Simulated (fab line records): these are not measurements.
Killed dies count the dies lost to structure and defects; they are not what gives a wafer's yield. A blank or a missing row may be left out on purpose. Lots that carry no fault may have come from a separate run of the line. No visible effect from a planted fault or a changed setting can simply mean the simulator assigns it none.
fab line records ; flow n5Finfet ; part 2 of 2: steps 25 to 31 of 31
record lots=5; wafers=15; lastDay=17
route steps=1938 shown BEOL_M1@836 BEOL_M2@841
lots untouched by any fault: they come from a run of this same line in which no faults occurred
startH: hours from the record's opening day to when the first of the lot's shown wafers began ; waitH: how many hours have passed since the lot's step before this one ; " unchanged from the row above ; L1.1+2: a single row standing in for several wafers ; - value missing, or start not given ; * or withheld: withheld ; < > ~ a bound
route shown NAME@n: NAME is a module with steps in the file, n the number in the route of the first one ; usual: mean and standard deviation over wafers with no fault ; same: alike in all rows ; chamber/n: place in a boat ; sites: per-site readings ; _std_site: standard deviation of those values ; _edge_site: inner sites' mean taken away from outer sites' mean ; radiusMm: for every site, how far away it sits from the centre of the wafer ; mask NAME#n: copy n ; behind: the last tool/chamber to shape the wafer ; hold: the reason the lot was held/the length of the hold in hours/how it ended ; device: the transistor (n, p or np) that didn't switch ; end of line: tests of these same wafers at the route's end ; a step without rows: its recipe alone ; killed: not the wafer's yield, but the dies lost to structure and defects at the first sort ; map: a wafer's dies, x killed, . not, _ none there
set.NAME: setting as actually run; set.NAME@STEP: the setting as run at that earlier step ; model.NAME: the simulator's own value behind a step, which no gauge read
lots at some steps of the route; a table a step, a row a wafer
services: the hour from which a tool's chamber was out of use, counted from the record's first day as startH (under 0 if before that day), plus the number of hours and why
## steps
# step N5_BEOL_M2_ETCH_64
# recipe chemistry=N2/H2; target=SOC; targetDepthA=750; overetchA=225; maskMaterial=SiARC; tempC=40; timeS=121.9; ionEnergyEv=200; pressureMtorr=30; sourceW=840; biasW=150; n2FlowSccm=200; h2FlowSccm=200
# usual drypumpMotorCurrentA=5.7/0.45; oesProductAu=0.60/0.069; rfVppV=523.9/2.3; showerheadPlenumPTorr=2.55/0.08; throttleValvePct=17.83/0.19
lot.wafer;tool;chamber;startH;waitH;drypumpMotorCurrentA;oesProductAu;rfHoursCounterH;rfVppV;showerheadPlenumPTorr;throttleValvePct
L081.3;rieDiel-06;2;172.50;0.0;5.4;0.73;3;521.4;2.50;17.57
L081.4;rieDiel-06;0;172.50;0.0;5.5;0.57;139;527.9;2.65;17.91
L081.5;rieDiel-06;1;172.50;0.0;5.3;0.53;-;522.3;2.51;17.89
L088.2;rieDiel-01;0;214.43;0.0;5.4;0.69;23;525.8;2.61;18.00
L088.5;rieDiel-01;2;214.43;0.0;5.5;0.54;-;524.3;2.52;17.73
L088.6;rieDiel-01;3;214.43;0.0;5.8;0.67;-;523.9;2.60;17.68
L089.2;rieDiel-06;3;226.91;0.0;6.8;0.56;188;526.0;2.63;17.85
L089.4;rieDiel-06;1;226.91;0.0;5.3;0.51;247;522.6;2.50;17.92
L089.5;rieDiel-06;0;226.91;0.0;5.5;0.57;-;526.7;2.65;17.97
L095.2;rieDiel-06;3;262.09;0.0;6.8;0.56;201;527.1;2.63;17.87
L095.3;rieDiel-06;2;262.09;0.0;5.4;0.67;36;521.1;2.49;17.64
L095.5;rieDiel-06;0;262.09;0.0;5.5;0.56;-;525.4;2.64;18.00
L096.1;rieDiel-04;1;267.45;0.0;5.6;0.52;244;523.3;2.51;17.98
L096.3;rieDiel-04;3;267.45;0.0;5.6;0.54;223;520.5;2.40;17.68
L096.5;rieDiel-04;1;267.45;0.0;5.6;0.52;-;523.5;2.51;17.98
# step N5_BEOL_M2_STRIP_65
# recipe chemistry=N2/H2; tempC=40; n2FlowSccm=200; h2FlowSccm=200; rfFrequencyHz=6e+07
lot.wafer;tool;chamber;startH;waitH
L081.3+4+5;rieDiel-06;2,0,1;172.62;0.1
L088.2+5+6;rieDiel-01;0,2,3;214.54;0.1
L089.2+4+5;rieDiel-06;3,1,0;227.02;0.1
L095.2+3+5;rieDiel-06;3,2,0;262.20;0.1
L096.1+3+5;rieDiel-04;1,3,1;267.56;0.1
# step N5_BEOL_M2_STRIP_75
# recipe chemistry=N2/H2; tempC=40; n2FlowSccm=200; h2FlowSccm=200; rfFrequencyHz=6e+07
lot.wafer;tool;chamber;startH;waitH
L081.3+4+5;rieDiel-06;2,0,1;172.63;0.0
L088.2+5+6;rieDiel-01;0,2,3;214.55;0.0
L089.2+4+5;rieDiel-06;3,1,0;227.03;0.0
L095.2+3+5;rieDiel-06;3,2,0;262.21;0.0
L096.1+3+5;rieDiel-04;1,3,1;267.57;0.0
# step N5_BEOL_M2_STRIP_66
# recipe chemistry=CF4; resist=SiARC; powerW=300; biasPowerW=75; pressureMtorr=50; cf4FlowSccm=150; rfFrequencyHz=6e+07
# usual drypumpMotorCurrentA=5.6/0.45; oesProductAu=0.78/0.091; rfVppV=271.1/1.4; showerheadPlenumPTorr=1.80/0.05; throttleValvePct=13.58/0.19
lot.wafer;tool;chamber;startH;waitH;drypumpMotorCurrentA;oesProductAu;rfHoursCounterH;rfVppV;showerheadPlenumPTorr;throttleValvePct
L081.3;rieDiel-06;2;172.64;0.0;5.4;0.96;3;272.3;1.76;13.30
L081.4;rieDiel-06;0;172.64;0.0;5.5;0.75;139;271.9;1.87;13.73
L081.5;rieDiel-06;1;172.64;0.0;5.3;0.69;-;272.4;1.77;13.73
L088.2;rieDiel-01;0;214.56;0.0;5.3;0.89;23;272.3;1.83;13.63
L088.5;rieDiel-01;2;214.56;0.0;5.5;0.71;-;271.6;1.78;13.55
L088.6;rieDiel-01;3;214.56;0.0;5.8;0.88;-;271.5;1.82;13.42
L089.2;rieDiel-06;3;227.04;0.0;6.8;0.73;188;273.1;1.85;13.71
L089.4;rieDiel-06;1;227.04;0.0;5.3;0.67;247;270.6;1.77;13.76
L089.5;rieDiel-06;0;227.04;0.0;5.5;0.74;-;273.1;1.86;13.77
L095.2;rieDiel-06;3;262.22;0.0;6.8;0.71;201;272.5;1.84;13.76
L095.3;rieDiel-06;2;262.22;0.0;5.4;0.87;36;271.4;1.75;13.36
L095.5;rieDiel-06;0;262.22;0.0;5.5;0.72;-;272.2;1.86;13.81
L096.1;rieDiel-04;1;267.58;0.0;5.6;0.67;244;269.4;1.77;13.72
L096.3;rieDiel-04;3;267.58;0.0;5.6;0.71;223;269.9;1.71;13.56
L096.5;rieDiel-04;1;267.58;0.0;5.6;0.68;-;269.5;1.77;13.70
# step N5_BEOL_M2_HM_OPEN_17
# recipe chemistry=Cl2/BCl3; targetDepthA=200; overetchA=60; target=TiN; maskMaterial=SOC; ionEnergyEv=150; pressureMtorr=10; icpW=1000; biasW=126; Cl2_flow_sccm=53.25; bcl3FlowSccm=21.75; Ar_flow_sccm=25
# usual drypumpMotorCurrentA=5.46/0.17; oesProductAu=0.66/0.089; throttleValvePct=22.20/0.17
lot.wafer;tool;chamber;startH;waitH;drypumpMotorCurrentA;oesProductAu;rfHoursCounterH;throttleValvePct
L081.3;rieMetal-01;0;172.71;0.1;5.41;0.72;-;22.27
L081.4;rieMetal-01;1;172.71;0.1;5.40;0.60;-;22.17
L081.5;rieMetal-01;0;172.71;0.1;5.40;0.71;-;22.26
L088.2;rieMetal-03;0;214.61;0.0;5.37;0.60;68;22.40
L088.5;rieMetal-03;0;214.61;0.0;5.40;0.60;-;22.38
L088.6;rieMetal-03;1;214.61;0.0;5.39;0.79;-;21.99
L089.2;rieMetal-03;1;227.09;0.0;5.46;0.78;7;22.00
L089.4;rieMetal-03;1;227.09;0.0;5.42;0.78;-;21.99
L089.5;rieMetal-03;0;227.09;0.0;5.38;0.59;-;22.41
L095.2;rieMetal-01;1;262.26;0.0;5.40;0.60;84;22.21
L095.3;rieMetal-01;0;262.26;0.0;5.41;0.69;-;22.27
L095.5;rieMetal-01;1;262.26;0.0;5.42;0.59;-;22.19
L096.1;rieMetal-01;0;267.62;0.0;5.41;0.69;33;22.26
L096.3;rieMetal-01;0;267.62;0.0;5.41;0.69;-;22.27
L096.5;rieMetal-01;0;267.62;0.0;5.41;0.69;-;22.26
# step N5_BEOL_M2_STRIP_19
# recipe chemistry=O2; powerW=400; tempC=40; pressureMtorr=30; rfFrequencyHz=6e+07; biasPowerW=0; overashFraction=0.2; o2FlowSccm=225
# usual drypumpMotorCurrentA=5.6/0.52; oesProductAu=0.80/0.098; rfVppV=3.7/0.49; showerheadPlenumPTorr=2.10/0.064; throttleValvePct=16.64/0.19
# same overashFraction=0.2
lot.wafer;tool;chamber;startH;waitH;drypumpMotorCurrentA;oesProductAu;rfHoursCounterH;rfVppV;showerheadPlenumPTorr;throttleValvePct
L081.3;rieDiel-04;1;172.79;0.1;5.6;0.70;212;3.0;2.07;16.66
L081.4;rieDiel-04;2;172.79;0.1;6.5;0.96;7;4.0;2.23;16.51
L081.5;rieDiel-04;0;172.79;0.1;5.6;0.69;-;4.0;2.07;17.14
L088.2;rieDiel-06;2;214.72;0.1;5.4;0.90;18;4.0;2.05;16.48
L088.5;rieDiel-06;2;214.72;0.1;5.4;0.91;-;4.1;2.05;16.48
L088.6;rieDiel-06;3;214.72;0.1;6.8;0.74;-;2.9;2.18;16.83
L089.2;rieDiel-06;1;227.21;0.1;5.3;0.67;247;4.1;2.05;16.75
L089.4;rieDiel-06;3;227.21;0.1;6.8;0.74;188;3.4;2.18;16.85
L089.5;rieDiel-06;3;227.21;0.1;6.8;0.73;-;3.7;2.18;16.85
L095.2;rieDiel-01;3;262.37;0.1;5.8;0.86;61;2.8;2.14;16.63
L095.3;rieDiel-01;1;262.37;0.1;4.9;0.87;53;4.4;2.03;16.37
L095.5;rieDiel-01;0;262.37;0.1;5.3;0.90;-;4.6;2.14;16.85
L096.1;rieDiel-06;3;267.73;0.1;6.8;0.72;203;4.0;2.17;16.88
L096.3;rieDiel-06;0;267.73;0.1;5.5;0.73;173;3.3;2.17;16.88
L096.5;rieDiel-06;3;267.73;0.1;6.8;0.73;-;4.2;2.17;16.87
# step N5_BEOL_M2_CD_MEAS_18
# recipe pitchNm=36; targetCdNm=18
# usual cdNm=17.96/0.28
lot.wafer;tool;chamber;startH;waitH;cdNm
L081.3;cdSem-01;-;172.86;0.1;17.97
L081.4;cdSem-01;-;172.86;0.1;17.74
L081.5;cdSem-01;-;172.86;0.1;18.19
L088.2;cdSem-02;-;214.79;0.1;18.09
L088.5;cdSem-02;-;214.79;0.1;17.87
L088.6;cdSem-02;-;214.79;0.1;17.80
L089.2;cdSem-03;-;227.29;0.1;18.38
L089.4;cdSem-03;-;227.29;0.1;17.74
L089.5;cdSem-03;-;227.29;0.1;17.72
L095.2;cdSem-03;-;262.44;0.1;16.99
L095.3;cdSem-03;-;262.44;0.1;17.90
L095.5;cdSem-03;-;262.44;0.1;17.48
L096.1;cdSem-03;-;267.80;0.0;18.01
L096.3;cdSem-03;-;267.80;0.0;18.12
L096.5;cdSem-03;-;267.80;0.0;17.83
## services
tool;chamber;startH;hours;kind
pecvd-03;-;149.62;1.8;repair
rieDiel-06;2;150.22;-;clean
rieDiel-06;2;150.22;-;consumableReplace:focusRing
rieDiel-06;2;150.22;14.8;scheduledDown
rieDiel-06;2;150.22;14.8;ventCycle
euvScanner-02;-;156.81;1.0;pm
pecvd-04;-;158.95;1.4;repair
euvScanner-01;-;163.74;1.0;pm
euvScanner-01;-;187.82;0.5;repair
pecvd-04;2;196.29;4.3;repair
rieMetal-03;-;198.00;1.4;pm
rieDiel-04;0;204.28;-;clean
rieDiel-04;0;204.28;-;consumableReplace:focusRing
rieDiel-04;0;204.28;17.3;scheduledDown
cvdCo-02;-;209.17;1.3;repair
euvScanner-02;-;212.96;1.0;pm
rieDiel-04;1;217.32;5.2;repair
euvScanner-01;-;219.89;1.0;pm
pecvd-01;2;232.62;4.2;repair
rieDiel-06;1;242.35;55.8;repair
cvdCo-01;-;247.06;14.6;pm
euvScanner-01;-;260.61;12.0;pm
pecvd-02;0;261.04;21.4;repair
rieDiel-04;0;265.68;8.2;repair
